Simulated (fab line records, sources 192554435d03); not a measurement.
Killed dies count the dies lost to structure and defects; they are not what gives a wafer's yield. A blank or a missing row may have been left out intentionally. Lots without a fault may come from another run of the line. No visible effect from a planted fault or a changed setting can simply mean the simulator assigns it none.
Which tool is to blame? :: flow n5_finfet :: at 1 step of a route of 1938, 12 lots with 36 wafers sampled

WHAT THE GAUGES SHOWED, per wafer
N5_BEOL_M7_CD_MEAS_35 targets a cd of 40 nm. Usual: 40.0 nm for cd_nm, sd 0.51.
lot: L574
measured: day 9 21:01
on: cd_sem-02
cd_nm (nm): 39.1 39.7 39.6
flag: 

lot: L575
measured: day 10 02:48
on: cd_sem-01
cd_nm (nm): 40.2 40.8 40.7
flag: 

lot: L577
measured: day 10 15:40
on: cd_sem-01
cd_nm (nm): 40.5 40.2 40.2
flag: 

lot: L579
measured: day 11 02:34
on: cd_sem-03
cd_nm (nm): 39.6 39.9 40.1
flag: 

lot: L580
measured: day 11 09:06
on: cd_sem-02
cd_nm (nm): 40.0 40.6 39.6
flag: 

lot: L581
measured: day 11 19:05
on: cd_sem-01
cd_nm (nm): 40.2 40.0 39.5
flag: 

lot: L584
measured: day 12 03:59
on: cd_sem-01
cd_nm (nm): 39.6 39.4 39.9
flag: 

lot: L583
measured: day 12 04:23
on: cd_sem-01
cd_nm (nm): 40.1 39.8 40.1
flag: 

lot: L590
measured: day 13 16:25
on: cd_sem-03
cd_nm (nm): 39.6 40.7 39.6
flag: 

lot: L593
measured: day 13 23:59
on: cd_sem-02
cd_nm (nm): 40.3 39.7 39.7
flag: 

lot: L594
measured: day 14 14:20
on: cd_sem-01
cd_nm (nm): 40.3 40.5 40.4
flag: 

lot: L595
measured: day 14 20:20
on: cd_sem-01
cd_nm (nm): 40.6 41.2 41.6
flag: 

WHICH TOOL RAN EACH LOT (tool, then ch and the chambers of the sampled wafers, then the start)
Record: no process step prior to these readings.

WHAT THE TOOLS THEMSELVES READ (means of the sampled wafers that have a number; where no wafer has one, the mark that the record gives instead)
The record holds no such reading with a usual standard deviation.

THE ANSWER, worked out from the rows above alone
Rule: a lot is off if the mean of its wafers that have a number lies more than 3 standard deviations from the usual mean. A lot without any number at a reading at which 4 lots or more have one is off too. All remaining lots with rows at the step are treated as sound. The gauges are gone through in route order, then the tools' own readings, and for those a lot's mean is taken as printed above. At the first step where some lot is off, the reading lying furthest off is the one used; lots without a number count as furthest.
No lot is off at any reading shown: from this, nothing can be told.

WHAT THE SIMULATOR HAD INSERTED
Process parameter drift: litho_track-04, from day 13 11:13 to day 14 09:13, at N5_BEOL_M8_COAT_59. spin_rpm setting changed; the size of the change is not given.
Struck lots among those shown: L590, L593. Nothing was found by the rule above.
